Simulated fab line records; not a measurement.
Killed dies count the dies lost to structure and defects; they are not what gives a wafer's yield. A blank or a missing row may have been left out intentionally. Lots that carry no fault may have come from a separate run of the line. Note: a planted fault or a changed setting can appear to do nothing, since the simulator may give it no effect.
Which tool was responsible? | flow n5 finfet | 14 lots, 42 wafers sampled, at 4 steps of a route of 1938

## WHAT THE GAUGES READ, wafer by wafer
N5_BEOL_M12_CD_MEAS_10 targets a cd of 140 nm. Usual: cd nm at 140.3 nm, with a standard deviation of 1.5.
lot  | measured     | on        | cd nm (nm)        | flag
L710 | day 10 17:43 | cd sem-02 | 139.8 140.1 141.8 |
L711 | day 11 06:03 | cd sem-03 | 140.1 139.6 137.8 |
L713 | day 11 07:54 | cd sem-01 | 141.1 141.8 143.1 |
L715 | day 11 08:04 | cd sem-02 | 138.4 140.0 140.7 |
L714 | day 11 14:02 | cd sem-01 | 139.0 138.1 137.3 |
L716 | day 12 08:11 | cd sem-01 | 140.9 140.4 141.9 |
L718 | day 12 14:16 | cd sem-02 | 140.7 142.1 142.6 |
L717 | day 12 17:15 | cd sem-02 | 141.4 142.4 140.6 |
L719 | day 12 22:32 | cd sem-03 | 140.0 141.3 140.9 |
L720 | day 14 02:01 | cd sem-02 | 137.9 138.9 138.3 |
L723 | day 14 09:39 | cd sem-03 | 138.4 138.4 141.0 |
L726 | day 14 21:58 | cd sem-02 | - - -             | OFF
L729 | day 15 06:26 | cd sem-03 | - - -             | OFF
L732 | day 16 11:10 | cd sem-03 | 138.2 139.6 138.9 |

## EACH LOT AND THE TOOL THAT RAN IT (in order: tool; ch and the chambers of the sampled wafers; start)
lot  | N5_BEOL_M11_ETCH_66                | N5_BEOL_M11_STRIP_77                          | N5_BEOL_M12_DEVELOP_09
L710 | rie diel-01 ch 0,2,3, day 10 13:41 | rie diel-01 ch 0,2,3, day 10 17:36 or earlier | litho track-03 ch 0, day 10 17:36
L711 | rie diel-01 ch 0,3, day 11 01:44   | rie diel-01 ch 0,3, day 11 05:56 or earlier   | litho track-03 ch 0, day 11 05:56
L713 | rie diel-03 ch 2,3, day 11 04:22   | rie diel-03 ch 2,3, day 11 07:47 or earlier   | litho track-03 ch 0, day 11 07:47
L715 | rie diel-01 ch 0,3, day 11 04:31   | rie diel-01 ch 0,3, day 11 07:57 or earlier   | litho track-01 ch 0, day 11 07:57
L714 | rie diel-01 ch 2,3, day 11 09:23   | rie diel-01 ch 2,3, day 11 13:56 or earlier   | litho track-01 ch 0, day 11 13:56
L716 | rie diel-03 ch 0,1,2, day 12 03:12 | rie diel-03 ch 0,1,2, day 12 08:05 or earlier | litho track-01 ch 0, day 12 08:05
L718 | rie diel-01 ch 1,2,3, day 12 09:25 | rie diel-01 ch 1,2,3, day 12 14:10 or earlier | litho track-01 ch 0, day 12 14:10
L717 | rie diel-01 ch 0,3, day 12 12:40   | rie diel-01 ch 0,3, day 12 17:08 or earlier   | litho track-03 ch 0, day 12 17:08
L719 | rie diel-02 ch 0,1,2, day 12 17:58 | rie diel-02 ch 0,1,2, day 12 22:26 or earlier | litho track-04 ch 0, day 12 22:26
L720 | rie diel-02 ch 0,1,3, day 13 20:31 | rie diel-02 ch 0,1,3, day 14 01:54 or earlier | litho track-04 ch 0, day 14 01:54
L723 | rie diel-03 ch 0,2,3, day 14 04:52 | rie diel-03 ch 0,2,3, day 14 09:32 or earlier | litho track-01 ch 0, day 14 09:32
L726 | rie diel-02 ch 0,1,2, day 14 17:44 | rie diel-02 ch 0,1,2, day 14 21:51 or earlier | litho track-03, day 14 21:51
L729 | rie diel-01 ch 0,1,3, day 15 02:53 | rie diel-01 ch 0,1,3, day 15 06:19 or earlier | litho track-03, day 15 06:19
L732 | rie diel-03 ch 1,2, day 16 05:31   | rie diel-03 ch 1,2, day 16 11:04 or earlier   | litho track-04 ch 0, day 16 11:04
- N5_BEOL_M11_ETCH_66: etches SOC in N2/H2, target depth 120 nm, overetch 24 nm, time 180 s.
- N5_BEOL_M11_STRIP_77: strips in N2/H2, time 10 s.
- N5_BEOL_M12_DEVELOP_09: develop time 45 s.

## WHAT THE TOOLS THEMSELVES READ (means of the sampled wafers that have a number; where no wafer has one, the mark that the record gives instead)
N5_BEOL_M11_ETCH_66. Usual: drypump motor current A 5.6 A, standard deviation 0.5; oes product au 0.66 a.u., standard deviation 0.052; rf vpp V 524.5 V, standard deviation 2.3; showerhead plenum p Torr 2.56 Torr, standard deviation 0.081; throttle valve pct 17.70 %, standard deviation 0.16.
lot  | tool        | drypump motor current A (A) | oes product au (a.u.) | rf vpp V (V) | showerhead plenum p Torr (Torr) | throttle valve pct (%) | flag
L710 | rie diel-01 | 5.4                         | 0.67                  | 524.4        | 2.57                            | 17.65                  |
L711 | rie diel-01 | 5.7                         | 0.67                  | 527.1        | 2.65                            | 17.78                  |
L713 | rie diel-03 | 6.2                         | 0.69                  | 526.9        | 2.67                            | 17.70                  |
L715 | rie diel-01 | 5.7                         | 0.67                  | 526.7        | 2.65                            | 17.78                  |
L714 | rie diel-01 | 5.3                         | 0.68                  | 524.7        | 2.54                            | 17.59                  |
L716 | rie diel-03 | 6.2                         | 0.66                  | 525.3        | 2.60                            | 17.65                  |
L718 | rie diel-01 | 5.4                         | 0.65                  | 522.8        | 2.52                            | 17.65                  |
L717 | rie diel-01 | 5.7                         | 0.66                  | 526.7        | 2.64                            | 17.79                  |
L719 | rie diel-02 | 5.7                         | 0.66                  | 523.6        | 2.53                            | 17.76                  |
L720 | rie diel-02 | 5.6                         | 0.69                  | 525.2        | 2.57                            | 17.69                  |
L723 | rie diel-03 | 5.9                         | 0.68                  | 525.6        | 2.58                            | 17.60                  |
L726 | rie diel-02 | 5.7                         | 0.64                  | 523.4        | 2.52                            | 17.80                  |
L729 | rie diel-01 | 5.7                         | 0.63                  | 525.2        | 2.59                            | 17.81                  |
L732 | rie diel-03 | 6.5                         | 0.74                  | 526.4        | 2.63                            | 17.59                  |

N5_BEOL_M11_STRIP_77. Usual: bias power w 7.001 W, standard deviation 0.022; drypump motor current A 5.6 A, standard deviation 0.5; oes product au 0.82 a.u., standard deviation 0.068; rf vpp V 59.3 V, standard deviation 0.91; showerhead plenum p Torr 2.56 Torr, standard deviation 0.081; throttle valve pct 23.50 %, standard deviation 0.17.
lot  | tool        | bias power w (W) | drypump motor current A (A) | oes product au (a.u.) | rf vpp V (V) | showerhead plenum p Torr (Torr) | throttle valve pct (%) | flag
L710 | rie diel-01 | 7.017            | 5.4                         | 0.84                  | 58.7         | 2.57                            | 23.43                  |
L711 | rie diel-01 | 6.972            | 5.7                         | 0.84                  | 60.0         | 2.65                            | 23.60                  |
L713 | rie diel-03 | 6.995            | 6.2                         | 0.86                  | 59.5         | 2.66                            | 23.53                  |
L715 | rie diel-01 | 6.989            | 5.7                         | 0.83                  | 59.7         | 2.64                            | 23.59                  |
L714 | rie diel-01 | 7.020            | 5.3                         | 0.85                  | 59.5         | 2.53                            | 23.39                  |
L716 | rie diel-03 | 6.999            | 6.2                         | 0.81                  | 59.6         | 2.60                            | 23.42                  |
L718 | rie diel-01 | 6.991            | 5.4                         | 0.80                  | 60.2         | 2.52                            | 23.44                  |
L717 | rie diel-01 | 7.045            | 5.7                         | 0.83                  | 59.7         | 2.64                            | 23.61                  |
L719 | rie diel-02 | 6.991            | 5.7                         | 0.82                  | 59.1         | 2.53                            | 23.60                  |
L720 | rie diel-02 | 7.010            | 5.6                         | 0.86                  | 59.9         | 2.57                            | 23.47                  |
L723 | rie diel-03 | 7.010            | 6.0                         | 0.84                  | 59.8         | 2.58                            | 23.41                  |
L726 | rie diel-02 | 6.986            | 5.7                         | 0.81                  | 59.5         | 2.52                            | 23.61                  |
L729 | rie diel-01 | 7.017            | 5.7                         | 0.79                  | 59.6         | 2.58                            | 23.62                  |
L732 | rie diel-03 | 6.994            | 6.5                         | 0.92                  | 59.3         | 2.63                            | 23.38                  |

N5_BEOL_M12_DEVELOP_09. Usual: chill plate temp C 23.02 C, standard deviation 0.11; resist line temp C 22.99 C, standard deviation 0.11.
lot  | tool           | chill plate temp C (C) | resist line temp C (C) | flag
L710 | litho track-03 | 22.96                  | 23.10                  |
L711 | litho track-03 | 22.90                  | 23.16                  |
L713 | litho track-03 | 22.80                  | 22.88                  |
L715 | litho track-01 | 22.97                  | 22.99                  |
L714 | litho track-01 | 23.12                  | 22.98                  |
L716 | litho track-01 | 22.95                  | 22.99                  |
L718 | litho track-01 | 23.01                  | 22.98                  |
L717 | litho track-03 | 23.16                  | 23.01                  |
L719 | litho track-04 | 22.98                  | 22.97                  |
L720 | litho track-04 | 23.10                  | 23.20                  |
L723 | litho track-01 | 22.98                  | 23.10                  |
L726 | litho track-03 | -                      | -                      | OFF
L729 | litho track-03 | -                      | -                      | OFF
L732 | litho track-04 | 23.07                  | 22.91                  |

## THE ANSWER, worked out from the rows above alone
Rule: a lot counts as off when the mean over its wafers that have a number is more than 3 standard deviations away from the usual mean. A lot without any number at a reading at which 4 lots or more have one is off too. Any other lot the step has rows for is counted as sound. Order of review: gauges by route order, followed by the tools' own readings, for which a lot's mean as printed above is used. The first step at which some lot is off is used, and at that step the reading that is off furthest; a lot without a number counts as furthest.
Off: L726, L729, at N5_BEOL_M12_CD_MEAS_10 (cd nm). Without a number there: L726, L729.
A tool fits if, at a process step before that reading, it ran every lot that is off, and no sound lot after the first of them. The gauges at N5_BEOL_M12_CD_MEAS_10 aren't tried: what is off there is off at N5_BEOL_M12_DEVELOP_09 too, on other tools, and a gauge's error can't cause that. N5_BEOL_M11_STRIP_77 gives no start for some lots, so the hours and the order of its lots are those of N5_BEOL_M12_DEVELOP_09. One candidate fits, namely litho track-03 at N5_BEOL_M12_DEVELOP_09. Its last sound lot is L717 (day 12 17:08), its first lot that is off L726 (day 14 21:51): a fault that began between those two fits.
Blank at N5_BEOL_M12_DEVELOP_09 on the lots that are off, where sound lots have numbers: chill plate temp C, resist line temp C.

## WHAT THE SIMULATOR HAD INSERTED
Whole step skipped at N5_BEOL_M12_DEVELOP_09 on litho track-03, starting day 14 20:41. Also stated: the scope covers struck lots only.
Shown lots that were struck: L726, L729. The rule above found the same.
